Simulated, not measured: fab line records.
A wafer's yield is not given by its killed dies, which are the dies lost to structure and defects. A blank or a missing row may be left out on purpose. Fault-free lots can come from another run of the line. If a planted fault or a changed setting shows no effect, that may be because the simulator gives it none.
fab line records || flow n5_finfet
record {"lots": 5, "wafers": 12, "last_day": 17}
route steps=1938 shown BEOL_M8@1392 BEOL_M9@1401
lots that met no fault: taken from a fault-free run of the same line
start_h: the number of hours between the record's first day and the start of the first shown wafer of the lot || wait_h: how many hours have passed since the lot's step before this one || " the same as in the row above || L1.1+2: one row covering several wafers at once || - no value present, or no start provided || * or withheld: withheld || < > ~ a bound
route shown NAME@n: names a module that has steps shown in the file, with the first one's number in the route || usual: mean/standard deviation of fault-free wafers || same: alike in all rows || chamber/n: place in a boat || sites: each site's reading || _std_site: how widely they spread, as a standard deviation || _edge_site: outer sites' mean less inner sites' || radius_mm: for every site, how far away it sits from the centre of the wafer || mask NAME#n: copy n || behind: the tool/chamber that last shaped the wafer || hold: why the lot was held/for how many hours/how that ended || device: transistor that didn't switch, given as n, p or np || end of line: the same wafers' tests at the end of the route || where a step has no rows: the recipe by itself || killed: at the first sort, the dies lost to defects and structure; wafer yield is something else || map: dies across one wafer; x = killed, . = not, _ = none there
set.NAME: the setting the step ran with; set.NAME@STEP: the setting that earlier step ran with || model.NAME: the simulator's own value behind a step, which no gauge read
certain route steps with their lots: each step a table, each wafer a row
services: when a tool's chamber went out of use (start_h, in hours from the record's first day, below 0 if earlier), for how many hours, and the reason
## steps
# step N5_BEOL_M8_SPUTTER_48
# recipe {"material": "Cu", "target_thk_a": 100, "temp_c": -20, "bias_v": 60, "power_w": 26000, "chamber_pressure_pa": 0.13, "time_s": 1.667}
# step N5_BEOL_M8_ECD_50
# recipe {"material": "Cu", "target_thk_a": 3000}
# step N5_BEOL_M8_ANNEAL_51
# recipe {"temp_c": 225, "time_s": 90, "ambient": "N2"}
# step N5_BEOL_M8_CMP_52
# recipe {"stop_on": "SiCOH_lowk", "t_overpolish_s": 6.9, "down_force_psi": 1, "platen_rpm": 50, "clearing_platen_down_force_psi": 1.5, "clearing_platen_rpm": 50, "post_cmp_clean": "cu_alkaline", "target_thk_nm": 80, "clearing_platen_pad_velocity_m_s": 0.99484, "pad_velocity_m_s": 0.99484}
# step N5_BEOL_M8_PRE_CLEAN_55
# recipe {"gas": "NH3", "time_s": 15, "temp_c": "withheld", "rf_power_w": 300}
# step N5_BEOL_M8_DEP_56
# recipe {"material": "SiCN", "target_thk_a": 100, "temp_c": "withheld", "precursor": "3MS/NH3", "pressure_torr": 3, "rf_w": 202, "time_s": 17.5}
# step N5_BEOL_M9_ILD_DEP_00
# recipe {"material": "SiCOH_lowk", "target_thk_a": 3085.1, "temp_c": 300, "precursor": "DEMS/porogen", "pressure_torr": 5, "rf_w": 500, "time_s": 58}
# step N5_BEOL_M9_CURE_71
# recipe {"temp_c": 385, "time_s": 240, "ambient": "He/Ar", "material": "SiCOH_lowk"}
# step N5_BEOL_M9_PECVD_70
# recipe {"material": "SiO2", "target_thk_a": 200, "temp_c": 400, "precursor": "TEOS/O2", "pressure_torr": 5.5, "rf_w": 450, "teos_flow_sccm": 53.8, "gas": "O2", "flow_sccm": 3000, "time_s": 22.7}
# usual {"heater_power_w": "701/83", "showerhead_plenum_p_Torr": "8.74/0.074", "throttle_valve_pct": "22.0/1"}
{"lot.wafer": "L761.2", "tool": "pecvd-01", "chamber": 2, "start_h": 262.36, "wait_h": 0.0, "heater_power_w": 825, "showerhead_plenum_p_Torr": 8.70, "throttle_valve_pct": 20.9, "model.SiO2_of_BEOL_M9_PECVD_70.thk_nm": 19.6}
{"lot.wafer": "L761.6", "tool": "pecvd-01", "chamber": 2, "start_h": 262.36, "wait_h": 0.0, "heater_power_w": 836, "showerhead_plenum_p_Torr": 8.74, "throttle_valve_pct": 21.0, "model.SiO2_of_BEOL_M9_PECVD_70.thk_nm": 21.4}
{"lot.wafer": "L762.4", "tool": "pecvd-01", "chamber": 1, "start_h": 265.92, "wait_h": 0.1, "heater_power_w": 622, "showerhead_plenum_p_Torr": 8.72, "throttle_valve_pct": 22.7, "model.SiO2_of_BEOL_M9_PECVD_70.thk_nm": 21.8}
{"lot.wafer": "L762.6", "tool": "pecvd-01", "chamber": 2, "start_h": 265.92, "wait_h": 0.1, "heater_power_w": 863, "showerhead_plenum_p_Torr": 8.70, "throttle_valve_pct": 20.8, "model.SiO2_of_BEOL_M9_PECVD_70.thk_nm": 21.8}
{"lot.wafer": "L763.2", "tool": "pecvd-01", "chamber": 1, "start_h": 288.96, "wait_h": 0.0, "heater_power_w": 764, "showerhead_plenum_p_Torr": 8.69, "throttle_valve_pct": 22.7, "model.SiO2_of_BEOL_M9_PECVD_70.thk_nm": 19.6}
{"lot.wafer": "L763.6", "tool": "pecvd-01", "chamber": 2, "start_h": 288.96, "wait_h": 0.0, "heater_power_w": 835, "showerhead_plenum_p_Torr": 8.73, "throttle_valve_pct": 20.8, "model.SiO2_of_BEOL_M9_PECVD_70.thk_nm": 21.8}
{"lot.wafer": "L768.1", "tool": "pecvd-02", "chamber": 0, "start_h": 303.06, "wait_h": 0.0, "heater_power_w": 743, "showerhead_plenum_p_Torr": 8.81, "throttle_valve_pct": 24.0, "model.SiO2_of_BEOL_M9_PECVD_70.thk_nm": 19.4}
{"lot.wafer": "L768.4", "tool": "pecvd-02", "chamber": 1, "start_h": 303.06, "wait_h": 0.0, "heater_power_w": 590, "showerhead_plenum_p_Torr": 8.78, "throttle_valve_pct": 21.9, "model.SiO2_of_BEOL_M9_PECVD_70.thk_nm": 20.2}
{"lot.wafer": "L768.5", "tool": "pecvd-02", "chamber": 2, "start_h": 303.06, "wait_h": 0.0, "heater_power_w": 692, "showerhead_plenum_p_Torr": 8.58, "throttle_valve_pct": 21.5, "model.SiO2_of_BEOL_M9_PECVD_70.thk_nm": 20.4}
{"lot.wafer": "L775.4", "tool": "pecvd-01", "chamber": 0, "start_h": 353.96, "wait_h": 0.1, "heater_power_w": 689, "showerhead_plenum_p_Torr": 8.75, "throttle_valve_pct": 22.2, "model.SiO2_of_BEOL_M9_PECVD_70.thk_nm": 20}
{"lot.wafer": "L775.5", "tool": "pecvd-01", "chamber": 1, "start_h": 353.96, "wait_h": 0.1, "heater_power_w": 690, "showerhead_plenum_p_Torr": 8.68, "throttle_valve_pct": 22.7, "model.SiO2_of_BEOL_M9_PECVD_70.thk_nm": 20.4}
{"lot.wafer": "L775.6", "tool": "pecvd-01", "chamber": 2, "start_h": 353.96, "wait_h": 0.1, "heater_power_w": 929, "showerhead_plenum_p_Torr": 8.70, "throttle_valve_pct": 21.2, "model.SiO2_of_BEOL_M9_PECVD_70.thk_nm": 20.4}
# step N5_BEOL_M9_HM_DEP_02
# recipe {"material": "TiN", "target_thk_a": 200, "temp_c": 25, "chamber_pressure_pa": 0.49996}
# step N5_BEOL_M9_COAT_59
# recipe {"resist": "SOC", "temp_c": 250, "time_s": 60, "spin_rpm": 1500, "resist_thk_nm": 100}
# step N5_BEOL_M9_COAT_60
# recipe {"resist": "SiARC", "temp_c": 220, "time_s": 60, "spin_rpm": 1500, "resist_thk_nm": 30}
# step N5_BEOL_M9_COAT_05
# recipe {"resist": "CAR-ArF", "spin_rpm": 1500, "resist_thk_nm": 90}
# step N5_BEOL_M9_EBR_07
# recipe {"solvent": "PGMEA", "ebr_width_mm": 1.5}
# step N5_BEOL_M9_SOFTBAKE_06
# recipe {"temp_c": 110, "time_s": 60, "resist": "CAR-ArF"}
# step N5_BEOL_M9_EXPOSE_08
# recipe {"mask_id": "M9", "na": 1.35, "source_shape": "dipole", "sigma_inner": 0.411, "sigma_outer": 0.611, "polarization": "te", "dose_mj": 53.75}
# step N5_BEOL_M9_PEB_09
# recipe {"peb_temp_c": "withheld", "peb_time_s": 60, "resist": "CAR-ArF"}
# step N5_BEOL_M9_DEVELOP_10
# recipe {"develop_time_s": 30, "developer": "TMAH", "resist": "CAR-ArF", "rinse_liquid": "diw", "dry": "air_spin", "dev_temp_c": 23}
# step N5_BEOL_M9_DESCUM_16
# recipe {"chemistry": "O2", "time_s": 7.9, "source_power_w": 50, "bias_power_w": 20, "pressure_mtorr": 20, "rf_frequency_hz": 2.712e+07, "temp_c": 40, "resist": "CAR-ArF", "o2_flow_sccm": 225}
# step N5_BEOL_M9_ETCH_61
# recipe {"chemistry": "CF4", "target": "SiARC", "target_depth_a": 390, "mask_material": "CAR-ArF", "time_s": 65, "ion_energy_ev": 80, "pressure_mtorr": 40, "source_w": 545, "bias_w": 36, "Ar_flow_sccm": 100, "cf4_flow_sccm": 100, "ends": "cleared"}
# step N5_BEOL_M9_ETCH_62
# recipe {"chemistry": "N2/H2", "target": "SOC", "target_depth_a": 1100, "overetch_a": 220, "mask_material": "SiARC", "temp_c": 40, "time_s": 165, "ion_energy_ev": 200, "pressure_mtorr": 30, "source_w": 840, "bias_w": 150, "n2_flow_sccm": 200, "h2_flow_sccm": 200}
# step N5_BEOL_M9_STRIP_68
# recipe {"chemistry": "N2/H2", "temp_c": 40, "n2_flow_sccm": 200, "h2_flow_sccm": 200, "rf_frequency_hz": 6e+07}
# step N5_BEOL_M9_STRIP_67
# recipe {"chemistry": "CF4", "resist": "SiARC", "power_w": 300, "bias_power_w": 75, "pressure_mtorr": 50, "cf4_flow_sccm": 150, "rf_frequency_hz": 6e+07}
# step N5_BEOL_M9_HM_OPEN_17
# recipe {"chemistry": "Cl2/BCl3", "target_depth_a": 200, "overetch_a": 60, "target": "TiN", "mask_material": "SOC", "ion_energy_ev": 150, "pressure_mtorr": 10, "icp_w": 1000, "bias_w": 126, "Cl2_flow_sccm": 53.25, "bcl3_flow_sccm": 21.75, "Ar_flow_sccm": 25}
# step N5_BEOL_M9_STRIP_19
# recipe {"chemistry": "O2", "power_w": 400, "temp_c": 40, "pressure_mtorr": 30, "rf_frequency_hz": 6e+07, "bias_power_w": 0, "overash_fraction": 0.2, "o2_flow_sccm": 225}
# step N5_BEOL_M9_COAT_63
# recipe {"resist": "SOC", "temp_c": 250, "time_s": 60, "spin_rpm": 1500, "resist_thk_nm": 60}
# step N5_BEOL_M9_COAT_64
# recipe {"resist": "SiARC", "temp_c": 220, "time_s": 60, "spin_rpm": 1500, "resist_thk_nm": 12}
# step N5_BEOL_M9_COAT_75
# recipe {"resist": "underlayer", "temp_c": 205, "time_s": 60, "spin_rpm": 1500, "resist_thk_nm": 5}
# step N5_BEOL_M9_COAT_22
# recipe {"resist": "CAR-EUV", "spin_rpm": 1500, "resist_thk_nm": 30}
# step N5_BEOL_M9_EBR_24
# recipe {"solvent": "PGMEA", "ebr_width_mm": 1.5}
# step N5_BEOL_M9_SOFTBAKE_23
# recipe {"temp_c": 110, "time_s": 60, "resist": "CAR-EUV"}
# step N5_BEOL_M9_EXPOSE_25
# recipe {"mask_id": "V8", "na": 0.33, "source_shape": "annular", "sigma_inner": 0.4, "sigma_outer": 0.8, "polarization": "unpolarized", "dose_mj": 37.25}
# step N5_BEOL_M9_PEB_26
# recipe {"peb_temp_c": 100, "peb_time_s": 60, "resist": "CAR-EUV"}
# step N5_BEOL_M9_DEVELOP_27
# recipe {"develop_time_s": 30, "developer": "TMAH", "resist": "CAR-EUV", "rinse_liquid": "surfactant_rinse", "dry": "air_spin", "dev_temp_c": 23}
# step N5_BEOL_M9_HM_STRIP_39
# recipe {"chemistry": "peroxide_tin_strip", "material": "TiN", "target_depth_a": 250, "temp_c": 50, "time_s": 158}
{"lot.wafer": "L761.2", "tool": "wet_bench-06", "chamber": 2, "start_h": 268.99, "wait_h": 0.0, "model.SiO2_of_BEOL_M9_PECVD_70.thk_nm": 19.6}
{"lot.wafer": "L761.6", "tool": "wet_bench-06", "chamber": 3, "start_h": 268.99, "wait_h": 0.0, "model.SiO2_of_BEOL_M9_PECVD_70.thk_nm": 21.4}
{"lot.wafer": "L762.4+6", "tool": "wet_bench-01", "chamber": "1,4", "start_h": 272.73, "wait_h": 0.0, "model.SiO2_of_BEOL_M9_PECVD_70.thk_nm": 21.6}
{"lot.wafer": "L763.2", "tool": "wet_bench-06", "chamber": 3, "start_h": 292.56, "wait_h": 0.0, "model.SiO2_of_BEOL_M9_PECVD_70.thk_nm": 19.4}
{"lot.wafer": "L763.6", "tool": "wet_bench-06", "chamber": 4, "start_h": 292.56, "wait_h": 0.0, "model.SiO2_of_BEOL_M9_PECVD_70.thk_nm": 21.6}
{"lot.wafer": "L768.1", "tool": "wet_bench-06", "chamber": 2, "start_h": 308.63, "wait_h": 0.0, "model.SiO2_of_BEOL_M9_PECVD_70.thk_nm": 19.4}
{"lot.wafer": "L768.4", "tool": "wet_bench-06", "chamber": 5, "start_h": 308.63, "wait_h": 0.0, "model.SiO2_of_BEOL_M9_PECVD_70.thk_nm": 20}
{"lot.wafer": "L768.5", "tool": "wet_bench-06", "chamber": 3, "start_h": 308.63, "wait_h": 0.0, "model.SiO2_of_BEOL_M9_PECVD_70.thk_nm": 20.2}
{"lot.wafer": "L775.4", "tool": "wet_bench-01", "chamber": 7, "start_h": 359.06, "wait_h": 0.0, "model.SiO2_of_BEOL_M9_PECVD_70.thk_nm": 19.8}
{"lot.wafer": "L775.5", "tool": "wet_bench-01", "chamber": 0, "start_h": 359.06, "wait_h": 0.0, "model.SiO2_of_BEOL_M9_PECVD_70.thk_nm": 20.4}
{"lot.wafer": "L775.6", "tool": "wet_bench-01", "chamber": 6, "start_h": 359.06, "wait_h": 0.0, "model.SiO2_of_BEOL_M9_PECVD_70.thk_nm": 20.2}
## services
{"tool": "pecvd-01", "chamber": 1, "start_h": 339.57, "hours": 4.3, "kind": "repair"}
{"tool": "pecvd-01", "chamber": "-", "start_h": 349.86, "hours": 0.8, "kind": "pm"}
{"tool": "pecvd-02", "chamber": 1, "start_h": 351.65, "hours": 2.1, "kind": "scheduled_down"}
## key
first_sign none at tools or gauges
model_effect {"step": "N5_BEOL_M9_PECVD_70", "value": "SiO2_of_BEOL_M9_PECVD_70.thk_nm", "without": 20.3, "struck": 21.7}
model_effect {"step": "N5_BEOL_M9_HM_STRIP_39", "value": "SiO2_of_BEOL_M9_PECVD_70.thk_nm", "without": 20.15, "struck": 21.55}
met_at N5_BEOL_M9_PECVD_70
struck_wafers L761.6,L762.4,L762.6,L763.6
baseline_loss {"step": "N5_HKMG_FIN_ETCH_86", "wafers": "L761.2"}
fault {"kind": "process_parameter_drift", "tool": "pecvd-01", "chamber": "-", "onset_h": 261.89, "steps": "N5_BEOL_M9_PECVD_70", "channel": "time_s", "offset": "*", "shape": "step", "end_h": 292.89, "scope": "struck_wafers_only", "acts_in": "*", "stated": "*"}
# baseline_loss: these wafers lose ten dies or more at that step, a loss of the line's own and not of a fault; the sort's usual values leave them out
